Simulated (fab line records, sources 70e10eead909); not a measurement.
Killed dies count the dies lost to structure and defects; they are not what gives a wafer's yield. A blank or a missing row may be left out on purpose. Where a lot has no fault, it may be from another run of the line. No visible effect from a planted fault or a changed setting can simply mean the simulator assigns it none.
Which of the tools did it? -- flow nand-harc -- 13 lots, 39 wafers sampled, at 5 steps of a route of 1302

== WHAT EACH GAUGE READ, for each wafer ==
NHARC_END_SORT_01.
lot,measured,on,killed-at-array,killed-at-other,killed-at-periphery,killed-dies,killed-open,killed-short
L472,day 28 19:53,prober-01,48 50 54,1 0 0,628 2 3,677 52 57,5 0 3,2 2 3
L475,day 29 17:56,prober-01,39 38 41,0 2 0,5 3 636,44 43 677,3 4 5,4 4 1

== WHAT TOOL EACH LOT RAN ON (gives the tool, then ch and the chambers of the sampled wafers, and finally the start) ==
lot,NHARC_P_CONTACT_DEP_30,NHARC_P_CONTACT_ETCH_18,NHARC_P_CONTACT_DEGAS_38,NHARC_P_CONTACT_PVD_32
L463,"pecvd-04 ch 0,2, day 5 23:49","rie-diel-03 ch 2,3, day 6 01:52","pvd-sputter-03, day 6 02:58","pvd-sputter-03, no start"
L462,"pecvd-03 ch 0,2, day 6 00:19","rie-diel-13 ch 1,3, day 6 02:29","pvd-sputter-02, day 6 03:42","pvd-sputter-02, no start"
L464,"pecvd-04 ch 0,1,2, day 6 15:54","rie-diel-13 ch 1,2,3, day 6 17:59","pvd-sputter-02, day 6 19:05","pvd-sputter-02, no start"
L465,"pecvd-01 ch 1,2, day 6 23:18","rie-diel-07 ch 0,3, day 7 01:28","pvd-sputter-01, day 7 02:39","pvd-sputter-01, no start"
L468,"pecvd-01 ch 0,1,2, day 8 02:19","rie-diel-03 ch 0,2,3, day 8 04:32","pvd-sputter-01, day 8 05:37","pvd-sputter-01, no start"
L472,"pecvd-03 ch 0,1,2, day 10 00:47","rie-diel-03 ch 0,1,3, day 10 02:56","pvd-sputter-03, day 10 04:02","pvd-sputter-03, day 28 19:53 or earlier"
L475,"pecvd-03 ch 0,2, day 11 04:49","rie-diel-03 ch 1,2,3, day 11 06:52","pvd-sputter-02, day 11 07:55","pvd-sputter-02, day 29 17:56 or earlier"
L474,"pecvd-03 ch 0,2, day 11 05:43","rie-diel-07 ch 0,2, day 11 07:52","pvd-sputter-03, day 11 08:59","pvd-sputter-03, no start"
L481,"pecvd-03 ch 1,2, day 13 14:08","rie-diel-07 ch 0,2,3, day 13 16:14","pvd-sputter-01, day 13 17:22","pvd-sputter-01, no start"
L482,"pecvd-03 ch 0,2, day 14 05:19","rie-diel-13 ch 0,2,3, day 14 07:29","pvd-sputter-02, day 14 08:37","pvd-sputter-02, no start"
L483,"pecvd-03 ch 1,2, day 14 09:14","rie-diel-03 ch 1,2,3, day 14 11:41","pvd-sputter-01, day 14 12:47","pvd-sputter-01, no start"
L484,"pecvd-03 ch 1,2, day 15 00:06","rie-diel-13 ch 1,3, day 15 02:19","pvd-sputter-02, day 15 03:25","pvd-sputter-02, no start"
L485,"pecvd-03 ch 0,2, day 15 07:32","rie-diel-03 ch 0,1,3, day 15 09:35","pvd-sputter-01, day 15 10:41","pvd-sputter-01, no start"
- NHARC_P_CONTACT_DEP_30: deposits SiNx, target thk 30 nm.
- NHARC_P_CONTACT_ETCH_18: etches the open film in C4F8/O2/Ar, target depth 481 nm, time 240.5 s.
- NHARC_P_CONTACT_DEGAS_38: time 60 s.
- NHARC_P_CONTACT_PVD_32: deposits Ti, target thk 5 nm, time 17.7 s.

== AS READ BY THE TOOLS THEMSELVES (means over the sampled wafers that have a number; for cases with no such wafer, the mark the record gives instead) ==
NHARC_P_CONTACT_DEP_30.
lot,tool,heater-power-w (W)
L463,pecvd-04,817
L462,pecvd-03,648
L464,pecvd-04,754
L465,pecvd-01,741
L468,pecvd-01,710
L472,pecvd-03,744
L475,pecvd-03,765
L474,pecvd-03,800
L481,pecvd-03,785
L482,pecvd-03,762
L483,pecvd-03,762
L484,pecvd-03,721
L485,pecvd-03,753

NHARC_P_CONTACT_ETCH_18.
lot,tool,chamber-pressure-mTorr (mTorr),oes-product-au (a.u.),rf-vpp-V (V),run-length-s (s)
L463,rie-diel-03,25.019,0.967,985,261.4
L462,rie-diel-13,25.007,0.927,970,261.5
L464,rie-diel-13,24.968,0.969,974,261.6
L465,rie-diel-07,25.001,0.971,975,262.5
L468,rie-diel-03,24.998,0.967,984,261.5
L472,rie-diel-03,24.977,0.956,982,240.3
L475,rie-diel-03,25.010,0.962,981,240.3
L474,rie-diel-07,25.004,0.979,975,262.2
L481,rie-diel-07,25.003,0.973,981,262.3
L482,rie-diel-13,25.014,0.974,976,261.5
L483,rie-diel-03,25.011,0.957,981,261.6
L484,rie-diel-13,25.020,0.957,971,261.6
L485,rie-diel-03,25.023,0.970,983,261.4

NHARC_P_CONTACT_DEGAS_38.
lot,tool,heater-power-w (W)
L463,pvd-sputter-03,470
L462,pvd-sputter-02,456
L464,pvd-sputter-02,456
L465,pvd-sputter-01,503
L468,pvd-sputter-01,492
L472,pvd-sputter-03,445
L475,pvd-sputter-02,454
L474,pvd-sputter-03,408
L481,pvd-sputter-01,511
L482,pvd-sputter-02,450
L483,pvd-sputter-01,514
L484,pvd-sputter-02,478
L485,pvd-sputter-01,508

NHARC_P_CONTACT_PVD_32.
lot,tool,throttle-valve-pct (%)
L463,pvd-sputter-03,30.3
L462,pvd-sputter-02,30.7
L464,pvd-sputter-02,30.4
L465,pvd-sputter-01,30.4
L468,pvd-sputter-01,30.4
L472,pvd-sputter-03,30.3
L475,pvd-sputter-02,30.7
L474,pvd-sputter-03,30.0
L481,pvd-sputter-01,30.2
L482,pvd-sputter-02,31.3
L483,pvd-sputter-01,30.7
L484,pvd-sputter-02,31.2
L485,pvd-sputter-01,30.8

== THE ANSWER, worked out from the rows above alone ==
Rule: the usual values come from the lots themselves. The widest of any qualifying gaps counts: lots, ordered by their means at a reading, are off when they make up no more than a third of the lots, leave a main group of 4 or more, and stand apart from it by 3 or more times the standard deviation of that group's means. A main group whose means are all the same, to the digits that the tables above print for the reading, isn't used. Also off: a lot with no number at a reading for which 4 or more lots have one. The other lots that the step has rows for count as sound. Order of review: gauges by route order, followed by the tools' own readings, for which a lot's mean as printed above is used. At the first step where some lot is off, the reading lying furthest off is the one used; lots without a number count as furthest.
Off: L472, L475 (NHARC_P_CONTACT_ETCH_18, run-length-s). For the main group the mean is 261.7 s and the standard deviation 0.38.
A tool fits if, at that step or a process step before it, it ran every lot that is off, and no sound lot after the first of them. None of those tried fits.

== WHAT THE SIMULATOR HAD INSERTED ==
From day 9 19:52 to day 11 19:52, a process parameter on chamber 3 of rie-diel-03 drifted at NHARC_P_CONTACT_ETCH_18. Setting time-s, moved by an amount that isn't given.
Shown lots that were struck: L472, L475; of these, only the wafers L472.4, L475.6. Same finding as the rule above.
